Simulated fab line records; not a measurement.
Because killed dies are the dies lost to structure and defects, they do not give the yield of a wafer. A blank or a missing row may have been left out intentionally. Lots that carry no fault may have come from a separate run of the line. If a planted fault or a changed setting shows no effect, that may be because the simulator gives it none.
Which tool was responsible?	flow n5Finfet	10 lots with 29 wafers sampled at 5 steps, on a route of 1938 steps

== WHAT THE GAUGES SHOWED, per wafer ==
No reading from a measuring or inspecting step in the record can be judged against a usual standard deviation.

== WHAT TOOL EACH LOT RAN ON (gives the tool, then ch and the chambers of the sampled wafers, and finally the start) ==
lot	N5_MOL_CONTACT_COAG_DESCUM_45	N5_MOL_CONTACT_COAG_ALD_133	N5_MOL_CONTACT_COAG_ETCHBACK_134	N5_MOL_CONTACT_COAG_ETCH_124	N5_PASSIVATION_PROBE_49
L554	rieDiel-06 ch 1,3, day 5 13:39	aldSin-04 ch 0,3, day 5 13:47	rieDiel-06 ch 0,3, day 5 13:58	rieDiel-06 ch 0,3, day 5 14:09	prober-02, day 12 07:57
L557	rieDiel-02 ch 0,2,3, day 5 21:39	aldSin-01 ch 0,2,3, day 5 21:47	rieDiel-05 ch 1,2,3, day 5 21:58	rieDiel-05 ch 1,2,3, day 5 22:09	-
L558	rieDiel-02 ch 1,2, day 6 04:13	aldSin-03 ch 0,2,3, day 6 04:20	rieDiel-06 ch 0,3, day 6 04:34	rieDiel-06 ch 0,3, day 6 04:45	prober-02, day 13 01:10
L560	rieDiel-06 ch 0,1,3, day 6 16:38	aldSin-03 ch 1,2,3, day 6 16:57	rieDiel-06 ch 1,2, day 6 17:14	rieDiel-06 ch 1,2, day 6 17:25	prober-01, day 14 03:58
L561	rieDiel-05 ch 0,2, day 6 21:50	aldSin-04 ch 1,2,3, day 6 22:41	rieDiel-06 ch 0,1,2, day 6 23:00	rieDiel-06 ch 0,1,2, day 6 23:11	prober-01, day 14 01:29
L562	rieDiel-06 ch 0,1,2, day 7 02:19	aldSin-04 ch 1,3, day 7 02:28	rieDiel-02 ch 0,1, day 7 02:38	rieDiel-02 ch 0,1, day 7 02:50	-
L566	rieDiel-05 ch 0,3, day 8 03:38	aldSin-04 ch 2,3, day 8 03:46	rieDiel-05 ch 0,2,3, day 8 04:02	rieDiel-05 ch 0,2,3, day 8 04:13	prober-02, day 15 00:50
L567	rieDiel-05 ch 2,3, day 8 09:14	aldSin-04 ch 1,2, day 8 09:22	rieDiel-02 ch 1,2,3, day 8 09:33	rieDiel-02 ch 1,2,3, day 8 09:44	prober-01, day 15 19:08
L573	rieDiel-05 ch 0,2,3, day 9 21:26	aldSin-01 ch 1,2, day 9 21:35	rieDiel-02 ch 0,1,3, day 9 21:45	rieDiel-02 ch 0,1,3, day 9 21:56	prober-01, day 17 15:13
L576	rieDiel-02 ch 1,2,3, day 10 14:44	aldSin-03 ch 0,1,2, day 10 14:58	rieDiel-02 ch 1,2, day 10 15:14	rieDiel-02 ch 1,2, day 10 15:26	-
- N5_MOL_CONTACT_COAG_DESCUM_45: chemistry O2, time 7 s.
- N5_MOL_CONTACT_COAG_ALD_133: deposits SiO2, target thk 5 nm, pulse time 1 s, co reactant pulse time 1 s.
- N5_MOL_CONTACT_COAG_ETCHBACK_134: etches SiO2 in CHF3, target depth 10 nm, time 6.7 s.
- N5_MOL_CONTACT_COAG_ETCH_124: etches SiNx in CH3F/O2, stops on SiOC, target depth 6.5 nm.
- N5_PASSIVATION_PROBE_49

== WHAT THE TOOLS THEMSELVES READ (means of the sampled wafers that have a number; where no wafer has one, the mark that the record gives instead) ==
N5_MOL_CONTACT_COAG_DESCUM_45. Usual: chamberPressureMTorr 20.000 mTorr, standard deviation 0.017; drypumpMotorCurrentA 5.8 A, standard deviation 0.59; oesProductAu 0.80 a.u., standard deviation 0.08; rfVppV 242.5 V, standard deviation 1.2; showerheadPlenumPTorr 2.06 Torr, standard deviation 0.049; throttleValvePct 20.35 %, standard deviation 0.27.
lot	tool	chamberPressureMTorr (mTorr)	drypumpMotorCurrentA (A)	oesProductAu (a.u.)	rfVppV (V)	showerheadPlenumPTorr (Torr)	throttleValvePct (%)	flag
L554	rieDiel-06	19.990	6.2	0.72	243.1	2.08	20.48	
L557	rieDiel-02	20.000	5.7	0.82	243.2	2.06	20.45	
L558	rieDiel-02	20.012	5.7	0.88	241.8	2.05	20.06	
L560	rieDiel-06	20.012	5.8	0.72	242.2	2.05	20.60	
L561	rieDiel-05	20.011	6.2	0.76	241.4	2.04	20.34	
L562	rieDiel-06	20.006	5.7	0.78	241.5	2.01	20.56	
L566	rieDiel-05	19.994	5.3	0.83	242.5	2.04	20.03	
L567	rieDiel-05	19.999	6.0	0.75	242.2	2.08	20.41	
L573	rieDiel-05	19.992	5.8	0.76	242.3	2.04	20.29	
L576	rieDiel-02	20.006	5.9	0.76	242.3	2.04	20.34	

N5_MOL_CONTACT_COAG_ALD_133. Usual: heaterPowerW 79 W, standard deviation 6.9; precursorPulseHeightRel 1.000, standard deviation 0.02.
lot	tool	heaterPowerW (W)	precursorPulseHeightRel	flag
L554	aldSin-04	78	0.978	
L557	aldSin-01	79	1.002	
L558	aldSin-03	82	0.987	
L560	aldSin-03	73	1.007	
L561	aldSin-04	81	1.000	
L562	aldSin-04	82	1.007	
L566	aldSin-04	81	1.007	
L567	aldSin-04	79	0.991	
L573	aldSin-01	76	0.994	
L576	aldSin-03	79	1.002	

N5_MOL_CONTACT_COAG_ETCHBACK_134. Usual: chamberPressureMTorr 29.996 mTorr, standard deviation 0.028; drypumpMotorCurrentA 5.8 A, standard deviation 0.56; oes_ar_750_au 0.81 a.u., standard deviation 0.086; oesProductAu 0.81 a.u., standard deviation 0.089; rfVppV 518 V, standard deviation 8.3; showerheadPlenumPTorr 2.35 Torr, standard deviation 0.072; throttleValvePct 18.64 %, standard deviation 0.27.
lot	tool	chamberPressureMTorr (mTorr)	drypumpMotorCurrentA (A)	oes_ar_750_au (a.u.)	oesProductAu (a.u.)	rfVppV (V)	showerheadPlenumPTorr (Torr)	throttleValvePct (%)	flag
L554	rieDiel-06	29.997	5.7	0.75	0.74	514	2.38	18.98	
L557	rieDiel-05	29.997	6.0	0.84	0.84	528	2.35	18.50	
L558	rieDiel-06	29.982	5.4	0.73	0.73	514	2.34	19.02	
L560	rieDiel-06	29.997	6.1	0.87	0.87	510	2.31	18.64	
L561	rieDiel-06	30.003	5.7	0.79	0.78	512	2.29	18.82	
L562	rieDiel-02	30.019	5.2	0.90	0.90	521	2.33	18.40	
L566	rieDiel-05	29.978	5.8	0.77	0.78	522	2.32	18.51	
L567	rieDiel-02	29.982	5.9	0.80	0.79	518	2.34	18.67	
L573	rieDiel-02	30.020	5.5	0.81	0.80	523	2.33	18.58	
L576	rieDiel-02	30.017	6.0	0.80	0.79	509	2.32	18.64	

N5_MOL_CONTACT_COAG_ETCH_124. Usual: chamberPressureMTorr 29.999 mTorr, standard deviation 0.028; drypumpMotorCurrentA 5.8 A, standard deviation 0.56; oes_ar_750_au 0.81 a.u., standard deviation 0.086; oesProductAu 0.69 a.u., standard deviation 0.074; rfVppV 294 V, standard deviation 4.6; showerheadPlenumPTorr 1.97 Torr, standard deviation 0.063; throttleValvePct 16.24 %, standard deviation 0.28.
lot	tool	chamberPressureMTorr (mTorr)	drypumpMotorCurrentA (A)	oes_ar_750_au (a.u.)	oesProductAu (a.u.)	rfVppV (V)	showerheadPlenumPTorr (Torr)	throttleValvePct (%)	flag
L554	rieDiel-06	29.978	5.7	0.75	0.63	292	1.99	16.59	
L557	rieDiel-05	29.966	5.9	0.84	0.72	299	1.97	16.11	
L558	rieDiel-06	30.006	5.4	0.74	0.62	292	1.96	16.63	
L560	rieDiel-06	29.984	6.1	0.87	0.74	290	1.94	16.23	
L561	rieDiel-06	29.986	5.7	0.79	0.67	291	1.92	16.42	
L562	rieDiel-02	29.964	5.2	0.89	0.76	296	1.96	15.99	
L566	rieDiel-05	30.005	5.8	0.77	0.66	296	1.96	16.14	
L567	rieDiel-02	29.994	5.9	0.80	0.68	294	1.96	16.24	
L573	rieDiel-02	30.004	5.5	0.81	0.69	297	1.96	16.18	
L576	rieDiel-02	30.004	6.0	0.80	0.68	289	1.94	16.22	

N5_PASSIVATION_PROBE_49. Usual: killed_at_M0_to_M3 36, standard deviation 10; killed_at_M4_up 13, standard deviation 5.5; killedAtContacts 12, standard deviation 5.6; killedAtFrontEnd 42, standard deviation 12; killedAtOther 4, standard deviation 3.2; killedDies 108, standard deviation 18; killedOpen 71, standard deviation 13; killedShort 34, standard deviation 7.8.
lot	tool	killed_at_M0_to_M3	killed_at_M4_up	killedAtContacts	killedAtFrontEnd	killedAtOther	killedDies	killedOpen	killedShort	flag
L554	prober-02	36	16	17	40	6	114	68	42	
L558	prober-02	18	16	4	54	5	97	63	27	
L560	prober-01	27	16	7	39	3	92	65	26	
L561	prober-01	40	23	14	42	0	120	78	38	
L566	prober-02	39	14	7	41	4	105	63	40	
L567	prober-01	21	8	16	35	3	84	51	32	
L573	prober-01	37	10	7	39	9	102	67	32	

== THE ANSWER, worked out from the rows above alone ==
Rule: lot off if the mean of its wafers having a number is beyond 3 standard deviations from the usual mean. A lot without any number at a reading at which 4 lots or more have one is off too. All remaining lots with rows at the step are treated as sound. The gauges are gone through in route order, then the tools' own readings, and for those a lot's mean is taken as printed above. The first step at which some lot is off is used, and at that step the reading that is off furthest; a lot without a number counts as furthest.
None of the lots is off at any reading shown; this tells nothing.

== WHAT THE SIMULATOR HAD PUT IN ==
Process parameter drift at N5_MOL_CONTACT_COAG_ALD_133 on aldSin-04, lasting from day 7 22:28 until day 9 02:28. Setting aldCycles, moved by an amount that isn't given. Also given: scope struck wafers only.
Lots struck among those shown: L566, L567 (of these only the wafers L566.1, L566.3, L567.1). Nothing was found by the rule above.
